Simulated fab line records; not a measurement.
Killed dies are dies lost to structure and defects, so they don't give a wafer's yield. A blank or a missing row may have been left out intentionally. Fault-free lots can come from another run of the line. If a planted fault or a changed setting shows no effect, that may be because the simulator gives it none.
Struck lot and sound lot, side by side -- flow n5_finfet -- 16 steps out of a route of 1938
Sound: the wafers L978.3, L978.4, L978.6. Wafers L988.1, L988.4, L988.6 were the ones struck. The cause is given at the end.
Per side, at each step with rows, come the tool, then ch with its chambers, and then its first start. Under that, the readings that differ: sound wafers -- struck wafers -- difference of the means -- sigmas: that difference in standard deviations of wafers without a fault.
alike: a reading whose means differ by less than 2 such deviations, as well as words and numbers matching on both sides. not compared: withheld readings; readings where some wafer has no value; bounds like >300 that might hide an equal value; numbers whose values overlap and for which the record gives no deviation.
A row with sigmas, a row that says differs or no value, or rows on one side alone: a step with any of these is where the two part. Numbers that don't overlap but have no deviation are shown without sigmas and don't part them. A reading missing from all wafers of one side parts the sides only when that side holds two or more wafers.

N5_HKMG_FIN_STRIP_34: strips in CF4.
  sound on rie_diel-01 ch 0,1, day 6 10:58; struck on rie_diel-04 ch 2,3, day 8 22:55
  alike: bias_power_w, drypump_motor_current_A, oes_product_au, rf_vpp_V, showerhead_plenum_p_Torr, throttle_valve_pct
  not compared: rf_hours_counter_h
then, 4 steps without rows for these wafers: N5_HKMG_FIN_ETCH_35 (etches SOC in N2/H2, target depth 215.8 nm, time 243.4 s); N5_HKMG_FIN_STRIP_92 (strips SOC in N2/H2, time 20 s); N5_HKMG_FIN_WET_ETCH_18 (etches TiN in SC1, time 55 s, target depth 5.2 nm, rinse time 30 s); N5_HKMG_FIN_STRIP_19 (strips in N2/H2, time 360 s).
N5_HKMG_FIN_ALD_91: deposits TiN, target thk 1 nm, pulse time 1 s, purge time 3 s.
  sound on ald_metal-04 ch 0,1,2, day 6 11:40; struck on ald_metal-04 ch 0,1,2, day 8 23:37
  alike: heater_power_w, precursor_pulse_height_rel, susceptor_temp_C
  not compared: since_wet_clean_h
then, 1 step without rows for these wafers: N5_HKMG_FIN_COAT_85 (time 60 s, resist thk 300 nm).
N5_HKMG_FIN_ETCH_86: etches SOC in N2/H2, stops on TiN, target depth 393.2 nm.
  sound on rie_diel-01 ch 0,1,3, day 6 12:00; struck on rie_diel-01 ch 0,1,3, day 8 23:57
  alike: drypump_motor_current_A, oes_product_au, rf_vpp_V, showerhead_plenum_p_Torr, throttle_valve_pct
  not compared: rf_hours_counter_h
N5_HKMG_FIN_STRIP_89: strips SOC in N2/H2, time 20 s.
  sound on rie_diel-01 ch 0,1,3, day 6 12:04; struck on rie_diel-01 ch 0,1,3, day 9 00:01
  alike: bias_power_w, drypump_motor_current_A, oes_product_au, rf_vpp_V, showerhead_plenum_p_Torr, throttle_valve_pct
  not compared: rf_hours_counter_h
then, 2 steps without rows for these wafers: N5_HKMG_FIN_WET_ETCH_87 (etches TiN in SC1, time 154.2 s, target depth 4.7 nm, rinse time 30 s); N5_HKMG_FIN_STRIP_88 (strips in N2/H2, time 360 s).
N5_HKMG_FIN_NWFM_ALD_20: deposits TiAlC, target thk 2 nm, pulse time 3 s, purge time 2 s.
  sound on ald_metal-03 ch 0,1,2, day 6 12:38; struck on ald_metal-04 ch 0,2,3, day 9 00:46
  alike: heater_power_w, precursor_pulse_height_rel, susceptor_temp_C
  not compared: since_wet_clean_h
N5_HKMG_FIN_ALD_71: deposits TiN, target thk 1 nm, pulse time 1 s, purge time 3 s.
  sound on ald_metal-03 ch 0,1,2, day 6 12:44; struck on ald_metal-04 ch 0,2,3, day 9 00:52
reading,sound,struck,difference,sigmas
susceptor_temp_C (C),400.20 400.11 399.78,392.86 393.29 392.67,-7.09,-30
  alike: heater_power_w, precursor_pulse_height_rel
  not compared: since_wet_clean_h
then, 1 step without rows for these wafers: N5_HKMG_FIN_COAT_66 (time 60 s, resist thk 300 nm).
-- a jump in the record: the struck wafers' starts before and after are 4 days apart (it breaks off in module HKMG_FIN and resumes in module BEOL_M4, where the first step shown is number 1111 of the route) --
N5_BEOL_M4_RC_MEAS_101:
  sound on prober-02 ch 0, day 10 09:29; struck on prober-02 ch 0, day 13 05:05
  alike: DIBL_N, DIBL_P, IOFF_N, IOFF_P, ION_N, ION_P, SS_N, SS_P, VT_N, VT_P
next, for these wafers, 1 step has no rows: N5_PASSIVATION_PROBE_49.

## WHERE THEY PART
At N5_HKMG_FIN_ALD_71 and nowhere else, as far as this record goes. Later steps at which nothing parts them and some readings are alike: N5_BEOL_M4_RC_MEAS_101.

WHY: the cause the simulator had injected
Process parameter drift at N5_HKMG_FIN_ALD_71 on ald_metal-04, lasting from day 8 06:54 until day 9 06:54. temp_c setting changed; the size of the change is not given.
